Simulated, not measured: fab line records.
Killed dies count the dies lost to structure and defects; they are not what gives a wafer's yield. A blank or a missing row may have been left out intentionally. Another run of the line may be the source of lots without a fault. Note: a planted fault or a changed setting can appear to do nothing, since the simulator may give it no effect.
Which of the tools did it? ; flow n5Finfet ; 13 lots, 39 wafers sampled, at 2 steps of a route of 1938

## WHAT EACH GAUGE READ, for each wafer
N5_MIM_BOT_LITHO_OVL_MEAS_11. Usual: MIM_BOT_OVL typically reads -4 nm, with standard deviation 5.1.
lot;measured;on;MIM_BOT_OVL (nm);flag
L606;day 14 01:36;overlay-02;-7 -10 -6;
L608;day 14 01:26;overlay-02;0 -4 -6;
L609;day 14 02:02;overlay-02;1 -2 0;
L610;day 14 15:10;overlay-01;1 -3 -8;
L611;day 15 01:34;overlay-02;9 -1 -1;
L613;day 15 01:23;overlay-02;-5 -15 -12;
L612;day 15 01:55;overlay-01;-18 -12 -12;
L619;day 16 13:00;overlay-02;-5 1 -1;
L623;day 18 07:32;overlay-01;-11 -7 -3;
L625;day 19 02:15;overlay-02;-6 -6 -6;
L626;day 18 19:13;overlay-02;-5 -7 -2;
L627;day 18 08:44;overlay-01;-1 -5 -16;
L629;day 19 08:17;overlay-01;-7 -1 -8;

## WHAT TOOL EACH LOT RAN ON (gives the tool, then ch and the chambers of the sampled wafers, and finally the start)
lot;N5_BEOL_M7_HM_STRIP_39
L606;wetBench-04 ch 3,4,6, day 10 19:48
L608;wetBench-04 ch 0,4,7, day 10 20:12
L609;wetBench-06 ch 2,5,7, day 11 06:15
L610;wetBench-04 ch 1,2,5, day 11 15:40
L611;wetBench-05 ch 1,3,4, day 12 01:46
L613;wetBench-05 ch 1,2,7, day 12 04:56
L612;wetBench-04 ch 2,3,6, day 12 04:58
L619;wetBench-04 ch 0,1,5, day 13 13:37
L623;wetBench-06 ch 0,3,4, day 15 03:29
L625;wetBench-06 ch 0,2,3, day 15 11:48
L626;wetBench-06 ch 0,1,5, day 15 12:14
L627;wetBench-05 ch 0,4,5, day 15 13:55
L629;wetBench-06 ch 0,3,6, day 16 10:58
- N5_BEOL_M7_HM_STRIP_39: strips TiN in peroxide tin strip, target depth 25 nm, time 158 s.

## AS READ BY THE TOOLS THEMSELVES (means over the sampled wafers that have a number; for cases with no such wafer, the mark the record gives instead)
The record holds no such reading with a usual standard deviation.

## THE ANSWER, worked out from the rows above alone
Rule: a lot is off if the mean of its wafers that have a number lies more than 3 standard deviations from the usual mean. Also off: a lot with no number at a reading for which 4 or more lots have one. Any other lot the step has rows for is counted as sound. The gauges are gone through in route order, then the tools' own readings, and for those a lot's mean is taken as printed above. At the first step where some lot is off, the reading lying furthest off is the one used; lots without a number count as furthest.
None of the lots is off at any reading shown; this tells nothing.

## WHAT WAS PUT IN BY THE SIMULATOR
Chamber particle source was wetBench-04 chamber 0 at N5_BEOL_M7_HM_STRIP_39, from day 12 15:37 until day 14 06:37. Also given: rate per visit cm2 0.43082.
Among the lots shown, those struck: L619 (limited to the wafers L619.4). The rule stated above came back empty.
